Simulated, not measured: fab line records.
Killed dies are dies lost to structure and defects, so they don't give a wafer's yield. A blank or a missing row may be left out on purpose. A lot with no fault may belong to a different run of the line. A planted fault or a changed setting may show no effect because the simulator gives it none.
A sampling plan put to the test -- flow n5Finfet -- one fab line, 38 faults that these records tell of, each judged on the records of the lots that it struck; 1 more is left out, because the records don't allow judging it
The plan consists of the line's own looks: route steps at which the wafer is read by a gauge or an inspection but not changed. Where struck wafers have a number at a look and the file lists that look's usual mean and standard deviation on fault-free wafers, the look can be judged. Caught: 4 or more of those standard deviations (sigma) separate the usual mean from the mean of the struck wafers at a look after the fault's first step. On the tool: the test repeated on the tool's own readings taken at the fault's steps. If the struck wafers alone have a blank record, or they carry another recipe, that too counts as caught.

== THE FAULTS, as the simulator had put them in ==
1. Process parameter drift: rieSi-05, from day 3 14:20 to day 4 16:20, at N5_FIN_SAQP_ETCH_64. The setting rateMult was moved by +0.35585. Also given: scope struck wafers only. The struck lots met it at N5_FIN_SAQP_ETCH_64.
2. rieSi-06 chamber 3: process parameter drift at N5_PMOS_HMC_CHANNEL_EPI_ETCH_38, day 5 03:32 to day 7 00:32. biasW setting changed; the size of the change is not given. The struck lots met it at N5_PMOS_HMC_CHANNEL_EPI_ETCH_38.
3. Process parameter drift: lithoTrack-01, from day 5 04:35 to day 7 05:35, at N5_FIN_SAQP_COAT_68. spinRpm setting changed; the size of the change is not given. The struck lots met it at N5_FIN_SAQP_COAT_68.
4. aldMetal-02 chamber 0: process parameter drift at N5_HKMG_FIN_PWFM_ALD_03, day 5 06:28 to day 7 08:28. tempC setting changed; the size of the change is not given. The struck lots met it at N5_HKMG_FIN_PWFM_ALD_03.
5. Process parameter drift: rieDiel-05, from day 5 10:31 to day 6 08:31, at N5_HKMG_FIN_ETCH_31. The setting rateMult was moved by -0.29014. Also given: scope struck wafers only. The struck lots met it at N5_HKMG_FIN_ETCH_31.
6. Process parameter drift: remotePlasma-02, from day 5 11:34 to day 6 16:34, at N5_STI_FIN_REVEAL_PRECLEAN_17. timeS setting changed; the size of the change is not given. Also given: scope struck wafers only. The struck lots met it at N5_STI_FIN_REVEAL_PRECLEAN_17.
7. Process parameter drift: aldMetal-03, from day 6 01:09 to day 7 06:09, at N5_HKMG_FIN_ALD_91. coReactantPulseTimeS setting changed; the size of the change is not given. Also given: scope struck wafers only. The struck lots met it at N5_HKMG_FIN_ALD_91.
8. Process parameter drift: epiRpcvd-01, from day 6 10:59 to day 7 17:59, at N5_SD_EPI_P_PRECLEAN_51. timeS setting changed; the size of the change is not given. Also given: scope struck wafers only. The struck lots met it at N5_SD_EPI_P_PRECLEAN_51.
9. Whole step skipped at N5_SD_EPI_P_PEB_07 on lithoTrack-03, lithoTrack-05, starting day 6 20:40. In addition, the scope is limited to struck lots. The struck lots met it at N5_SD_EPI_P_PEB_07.
10. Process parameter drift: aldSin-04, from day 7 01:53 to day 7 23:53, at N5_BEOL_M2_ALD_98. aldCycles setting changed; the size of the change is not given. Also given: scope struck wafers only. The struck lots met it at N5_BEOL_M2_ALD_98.
11. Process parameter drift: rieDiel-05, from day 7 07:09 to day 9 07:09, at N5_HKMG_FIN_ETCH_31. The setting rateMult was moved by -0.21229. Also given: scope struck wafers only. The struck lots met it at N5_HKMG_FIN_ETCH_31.
12. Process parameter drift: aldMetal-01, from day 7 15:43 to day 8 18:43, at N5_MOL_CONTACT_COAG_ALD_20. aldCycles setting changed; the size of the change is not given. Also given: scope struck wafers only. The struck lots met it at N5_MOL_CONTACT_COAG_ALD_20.
13. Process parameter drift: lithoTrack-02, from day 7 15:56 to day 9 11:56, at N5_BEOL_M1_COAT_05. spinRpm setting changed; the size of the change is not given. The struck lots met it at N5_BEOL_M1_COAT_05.
14. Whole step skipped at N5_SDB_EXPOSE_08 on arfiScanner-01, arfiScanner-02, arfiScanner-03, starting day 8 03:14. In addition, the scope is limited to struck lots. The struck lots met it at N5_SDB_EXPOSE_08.
15. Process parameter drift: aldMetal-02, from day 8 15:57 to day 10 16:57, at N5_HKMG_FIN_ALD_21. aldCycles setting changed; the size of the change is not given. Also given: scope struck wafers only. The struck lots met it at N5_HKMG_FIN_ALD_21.
16. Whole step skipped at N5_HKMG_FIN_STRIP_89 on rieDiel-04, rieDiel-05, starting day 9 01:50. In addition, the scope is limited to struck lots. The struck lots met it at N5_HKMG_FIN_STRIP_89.
17. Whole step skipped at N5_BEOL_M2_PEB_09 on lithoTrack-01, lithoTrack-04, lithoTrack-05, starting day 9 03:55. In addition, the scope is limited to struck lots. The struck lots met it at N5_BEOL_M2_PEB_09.
18. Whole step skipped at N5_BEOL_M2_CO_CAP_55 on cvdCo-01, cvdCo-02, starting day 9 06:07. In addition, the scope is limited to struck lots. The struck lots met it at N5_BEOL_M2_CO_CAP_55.
19. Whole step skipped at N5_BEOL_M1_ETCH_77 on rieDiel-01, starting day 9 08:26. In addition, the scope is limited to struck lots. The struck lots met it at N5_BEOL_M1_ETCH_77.
20. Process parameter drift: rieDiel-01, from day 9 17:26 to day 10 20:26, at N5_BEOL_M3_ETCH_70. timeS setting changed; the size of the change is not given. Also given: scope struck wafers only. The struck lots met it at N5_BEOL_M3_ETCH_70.
21. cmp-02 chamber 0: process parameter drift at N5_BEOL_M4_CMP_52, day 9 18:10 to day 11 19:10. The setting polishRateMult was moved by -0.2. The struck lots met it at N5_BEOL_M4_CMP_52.
22. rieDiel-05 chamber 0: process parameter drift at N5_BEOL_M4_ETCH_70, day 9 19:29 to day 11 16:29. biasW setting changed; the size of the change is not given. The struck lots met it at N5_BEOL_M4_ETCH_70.
23. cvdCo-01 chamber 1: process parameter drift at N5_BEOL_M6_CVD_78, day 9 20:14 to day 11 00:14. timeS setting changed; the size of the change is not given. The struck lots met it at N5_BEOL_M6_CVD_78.
24. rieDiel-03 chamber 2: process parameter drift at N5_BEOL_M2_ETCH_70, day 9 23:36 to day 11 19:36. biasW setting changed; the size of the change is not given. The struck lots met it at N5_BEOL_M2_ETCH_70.
25. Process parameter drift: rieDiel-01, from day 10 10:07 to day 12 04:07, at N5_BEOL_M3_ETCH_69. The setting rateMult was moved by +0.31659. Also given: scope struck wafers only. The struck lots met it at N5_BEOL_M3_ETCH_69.
26. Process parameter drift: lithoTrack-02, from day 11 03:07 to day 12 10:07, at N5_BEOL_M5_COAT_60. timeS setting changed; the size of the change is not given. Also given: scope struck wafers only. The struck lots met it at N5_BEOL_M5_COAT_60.
27. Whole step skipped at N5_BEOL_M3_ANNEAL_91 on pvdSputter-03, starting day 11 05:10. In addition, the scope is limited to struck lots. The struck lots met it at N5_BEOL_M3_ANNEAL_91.
28. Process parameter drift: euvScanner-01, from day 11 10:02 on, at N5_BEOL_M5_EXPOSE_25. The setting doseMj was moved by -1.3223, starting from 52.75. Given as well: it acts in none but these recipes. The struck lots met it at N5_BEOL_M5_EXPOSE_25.
29. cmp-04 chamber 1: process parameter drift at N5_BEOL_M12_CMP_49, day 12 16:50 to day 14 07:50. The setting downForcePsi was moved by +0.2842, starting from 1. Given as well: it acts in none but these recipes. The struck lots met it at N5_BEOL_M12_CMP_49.
30. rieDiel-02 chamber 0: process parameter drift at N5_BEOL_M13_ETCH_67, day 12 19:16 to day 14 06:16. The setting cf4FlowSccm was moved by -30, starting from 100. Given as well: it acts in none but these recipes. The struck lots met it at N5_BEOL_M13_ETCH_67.
31. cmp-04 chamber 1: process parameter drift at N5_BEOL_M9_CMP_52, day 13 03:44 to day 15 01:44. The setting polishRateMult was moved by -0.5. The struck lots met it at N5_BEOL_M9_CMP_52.
32. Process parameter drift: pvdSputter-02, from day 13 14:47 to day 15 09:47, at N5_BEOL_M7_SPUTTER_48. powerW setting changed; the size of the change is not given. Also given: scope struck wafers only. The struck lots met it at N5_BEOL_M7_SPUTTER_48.
33. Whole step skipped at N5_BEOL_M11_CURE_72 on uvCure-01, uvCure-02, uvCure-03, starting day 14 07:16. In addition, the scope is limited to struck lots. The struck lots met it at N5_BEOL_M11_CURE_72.
34. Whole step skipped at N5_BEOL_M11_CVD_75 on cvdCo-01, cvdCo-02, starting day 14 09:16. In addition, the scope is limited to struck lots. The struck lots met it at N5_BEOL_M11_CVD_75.
35. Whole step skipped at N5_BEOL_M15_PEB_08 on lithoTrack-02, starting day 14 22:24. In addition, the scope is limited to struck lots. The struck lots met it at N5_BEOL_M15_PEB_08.
36. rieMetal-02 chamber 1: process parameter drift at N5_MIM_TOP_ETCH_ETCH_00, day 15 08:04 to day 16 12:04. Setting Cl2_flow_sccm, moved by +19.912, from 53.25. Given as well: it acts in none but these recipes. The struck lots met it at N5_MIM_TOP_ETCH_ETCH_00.
37. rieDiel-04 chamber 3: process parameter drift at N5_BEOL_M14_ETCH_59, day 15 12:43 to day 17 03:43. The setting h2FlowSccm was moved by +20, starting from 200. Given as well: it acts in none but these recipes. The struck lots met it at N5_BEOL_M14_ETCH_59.
38. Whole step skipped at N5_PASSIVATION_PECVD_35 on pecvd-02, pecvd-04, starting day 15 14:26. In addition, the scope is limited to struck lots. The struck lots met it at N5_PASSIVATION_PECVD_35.

== WHAT THE PLAN SAW ==
fault,on the tool itself,first look that catches it,"reading, sigma",median hours from its first step to that look,hours from the fault's start to the first struck lot there,judged looks passed uncaught
1,oesProductAu +14 sigma,not the one look that can be judged after it,-,-,-,1
2,biasW +15 sigma,not the one look that can be judged after it,-,-,-,1
3,spinSpeedRpm +30 sigma,not the one look that can be judged after it,-,-,-,1
4,susceptorTempC -46 sigma,not the one look that can be judged after it,-,-,-,1
5,etchRfOnTimeS +21 sigma,not the one look that can be judged after it,-,-,-,1
6,no reading that can be judged,not the one look that can be judged after it,-,-,-,1
7,under 2 sigma,not the one look that can be judged after it,-,-,-,1
8,no reading that can be judged,N5_SD_EPI_P_EPI_MEAS_23,thkNm -40,2.6,7,0
9,the tool's record is blank for the struck wafers,no look after it can be judged,-,-,-,0
10,under 2 sigma,not the one look that can be judged after it,-,-,-,1
11,etchRfOnTimeS +13 sigma,not the one look that can be judged after it,-,-,-,1
12,under 2 sigma,not the one look that can be judged after it,-,-,-,1
13,spinSpeedRpm +39 sigma,none of the 3 looks that can be judged after it,-,-,-,3
14,no reading that can be judged,no look after it can be judged,-,-,-,0
15,under 2 sigma,not the one look that can be judged after it,-,-,-,1
16,the tool's record is blank for the struck wafers,not the one look that can be judged after it,-,-,-,1
17,the tool's record is blank for the struck wafers,no look after it can be judged,-,-,-,0
18,the tool's record is blank for the struck wafers,not the one look that can be judged after it,-,-,-,1
19,the tool's record is blank for the struck wafers,not the one look that can be judged after it,-,-,-,1
20,runLengthS -88 sigma,not the one look that can be judged after it,-,-,-,1
21,barrierFieldEndpointS +9.1 sigma,no look after it can be judged,-,-,-,0
22,biasW +99 or beyond sigma,not the one look that can be judged after it,-,-,-,1
23,runLengthS +99 or beyond sigma,no look after it can be judged,-,-,-,0
24,biasW +45 sigma,none of the 2 looks that can be judged after it,-,-,-,2
25,etchRfOnTimeS -10 sigma,none of the 3 looks that can be judged after it,-,-,-,3
26,runLengthS -61 sigma,no look after it can be judged,-,-,-,0
27,the tool's record is blank for the struck wafers,not the one look that can be judged after it,-,-,-,1
28,exposureDoseMJCm2 -14 sigma,no look after it can be judged,-,-,-,0
29,headPressurePsi +99 or beyond sigma,no look after it can be judged,-,-,-,0
30,cf4FlowSccm -89 sigma,no look after it can be judged,-,-,-,0
31,overpolishRunS -99 or beyond sigma,N5_BEOL_M9_THK_MEAS_53,M9_THK +34,0.3,1,0
32,cathodeDcPowerW +99 or beyond sigma,not the one look that can be judged after it,-,-,-,1
33,the tool's record is blank for the struck wafers,no look after it can be judged,-,-,-,0
34,the tool's record is blank for the struck wafers,no look after it can be judged,-,-,-,0
35,the tool's record is blank for the struck wafers,no look after it can be judged,-,-,-,0
36,mfcCl2Sccm +99 or beyond sigma,no look after it can be judged,-,-,-,0
37,h2FlowSccm +31 sigma,no look after it can be judged,-,-,-,0
38,the tool's record is blank for the struck wafers,not the one look that can be judged after it,-,-,-,1
A dash: the fault is not caught, or the number is missing from these records.

Caught at a look: 2 of 38. Caught on the tool: 31 of 38. By one or the other: 32 of 38.
Caught on the tool alone: faults 1, 2, 3, 4, 5, 9, 11, 13, 16, 17, 18, 19, 20, 21, 22, 23, 24, 25, 26, 27, 28, 29, 30, 32, 33, 34, 35, 36, 37, 38.
Caught at a look alone: fault 8.
Caught by neither: faults 6, 7, 10, 12, 14, 15.

== THINNER SAMPLING ==
Were the look that catches a fault to measure just every second or every third lot (counted by lot number), the first struck lot would, at worst, be measured this late:
fault,"struck lots at that look, in order of time",every lot,every second lot,every third lot
8,"L241, L245",7 h,may miss all 2,may miss all 2
31,L206,1 h,may miss it,may miss it
Hours count from the start of the fault until the first struck lot that is measured. Since the struck wafers were tested as one group against 4 sigma, a single lot by itself may lie under the limit. Other struck lots may not be in these records.

== THE LONGEST TIMED WAY FROM STEP TO LOOK ==
Fault 8: a median of 2.6 hours passes between N5_SD_EPI_P_PRECLEAN_51 and N5_SD_EPI_P_EPI_MEAS_23. No look between them can be judged.
